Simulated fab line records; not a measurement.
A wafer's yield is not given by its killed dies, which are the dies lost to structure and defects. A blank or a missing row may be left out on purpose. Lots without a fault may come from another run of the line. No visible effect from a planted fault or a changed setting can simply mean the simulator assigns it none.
Chamber matching + flow nand harc + NHARC_A_STAIRCASE_DEP_325 on pecvd-02 has 3 sister chambers
The step deposits SiO2, target thk 3800 nm. 20 wafers are shown with their chamber, then 10 later ones without.

== WAFERS, EACH WITH ITS CHAMBER ==
| wafer  | chamber | heater power w (W) |
|--------|---------|--------------------|
| L074.1 | 2       | 617                |
| L074.2 | 0       | 653                |
| L074.5 | 0       | 535                |
| L077.2 | 2       | 597                |
| L077.4 | 0       | 552                |
| L077.6 | 1       | 684                |
| L078.1 | 0       | 645                |
| L078.3 | 2       | 599                |
| L078.5 | 0       | 545                |
| L083.1 | 2       | 685                |
| L083.2 | 0       | 598                |
| L083.3 | 1       | 871                |
| L085.4 | 2       | 581                |
| L085.5 | 1       | 709                |
| L085.6 | 0       | 519                |
| L091.1 | 0       | 646                |
| L091.3 | 2       | 711                |
| L091.5 | 1       | 708                |
| L089.1 | 1       | 862                |
| L089.3 | 0       | 597                |

SIGNATURES, as means of the wafers listed above
| reading        | chamber 0 | chamber 1 | chamber 2 | scatter within a chamber |
|----------------|-----------|-----------|-----------|--------------------------|
| heater power w | 587.78    | 766.80    | 631.67    | 63.9                     |
Rule: for a wafer and a chamber, the distance is found by dividing, reading by reading, the gap between the wafer's reading and the chamber's mean by the reading's scatter, squaring, summing and taking the root. The wafer belongs to the nearest chamber; if the next one is less than 2 further off, it can't be placed. The scatter: take each reading less its chamber's mean, square it, sum over the shown wafers, divide by the number of wafers less the number of chambers, and take the root.

== WAFERS WHOSE CHAMBER IS MISSING ==
| wafer  | heater power w (W) |
|--------|--------------------|
| L089.6 | 506                |
| L092.2 | 631                |
| L092.5 | 571                |
| L092.6 | 729                |
| L095.1 | 847                |
| L095.2 | 542                |
| L095.4 | 563                |
| L097.1 | 777                |
| L097.4 | 512                |
| L097.5 | 711                |

== EACH ONE'S CHAMBER ==
| wafer  | from the rows above          | in truth |
|--------|------------------------------|----------|
| L089.6 | can't be placed: 0 or 2      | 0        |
| L092.2 | can't be placed: 2 or 0      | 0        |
| L092.5 | can't be placed: 0 or 2      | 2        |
| L092.6 | can't be placed: 1 or 2 or 0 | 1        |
| L095.1 | 1                            | 1        |
| L095.2 | can't be placed: 0 or 2      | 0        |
| L095.4 | can't be placed: 0 or 2      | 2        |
| L097.1 | 1                            | 1        |
| L097.4 | can't be placed: 0 or 2      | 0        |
| L097.5 | can't be placed: 1 or 2 or 0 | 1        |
Correct placement for 2 of the 10. Can't be placed from these rows: 8 (the true chamber is among the candidates in 8). Placed wrongly: 0.
